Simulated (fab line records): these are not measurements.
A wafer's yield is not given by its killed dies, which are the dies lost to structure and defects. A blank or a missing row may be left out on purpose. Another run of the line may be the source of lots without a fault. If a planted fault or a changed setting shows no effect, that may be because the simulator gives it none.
Chamber matching / flow n5 finfet / 4 sister chambers for N5_FIN_SAQP_ETCH_64 on rie si-06
The step etches SiO2 in CF4, target depth 1.5 nm. 4 wafers are shown with their chamber, then 10 later ones without.

== WAFERS PAIRED WITH THEIR CHAMBERS ==
wafer=L084.3; chamber=0; throttle valve pct (%)=21.47
wafer=L084.5; chamber=2; throttle valve pct (%)=21.68
wafer=L087.2; chamber=3; throttle valve pct (%)=21.87
wafer=L087.3; chamber=1; throttle valve pct (%)=21.89

== WAFERS MISSING THEIR CHAMBER ==
wafer=L087.5; throttle valve pct (%)=21.71
wafer=L090.1; throttle valve pct (%)=21.66
wafer=L090.3; throttle valve pct (%)=21.47
wafer=L090.5; throttle valve pct (%)=21.44
wafer=L092.3; throttle valve pct (%)=21.90
wafer=L092.4; throttle valve pct (%)=21.70
wafer=L092.6; throttle valve pct (%)=21.67
wafer=L094.1; throttle valve pct (%)=21.69
wafer=L094.5; throttle valve pct (%)=21.45
wafer=L094.6; throttle valve pct (%)=21.87

== EACH ONE'S CHAMBER ==
wafer=L087.5; from the rows above=2; in truth=2
wafer=L090.1; from the rows above=2; in truth=2
wafer=L090.3; from the rows above=0; in truth=0
wafer=L090.5; from the rows above=0; in truth=0
wafer=L092.3; from the rows above=can't be placed: 1 or 3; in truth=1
wafer=L092.4; from the rows above=2; in truth=2
wafer=L092.6; from the rows above=2; in truth=2
wafer=L094.1; from the rows above=2; in truth=2
wafer=L094.5; from the rows above=0; in truth=0
wafer=L094.6; from the rows above=can't be placed: 3 or 1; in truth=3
Correct placement for 8 of the 10. Can't be placed from these rows: 2 (the true chamber is among the candidates in 2). Placed wrongly: 0.
How it was worked out, from the rows above alone: a wafer's distance from a chamber is the root of the sum, over the readings, of the square of ((its reading less the chamber's mean) divided by the reading's scatter). If the next closest chamber is less than 2 further off than the closest, the wafer can't be placed; otherwise it belongs to the closest. A chamber's mean is the mean of its shown wafers. The scatter: with one shown wafer a chamber, the root of the mean of the squares of how far each hidden wafer lies from its nearest shown one.
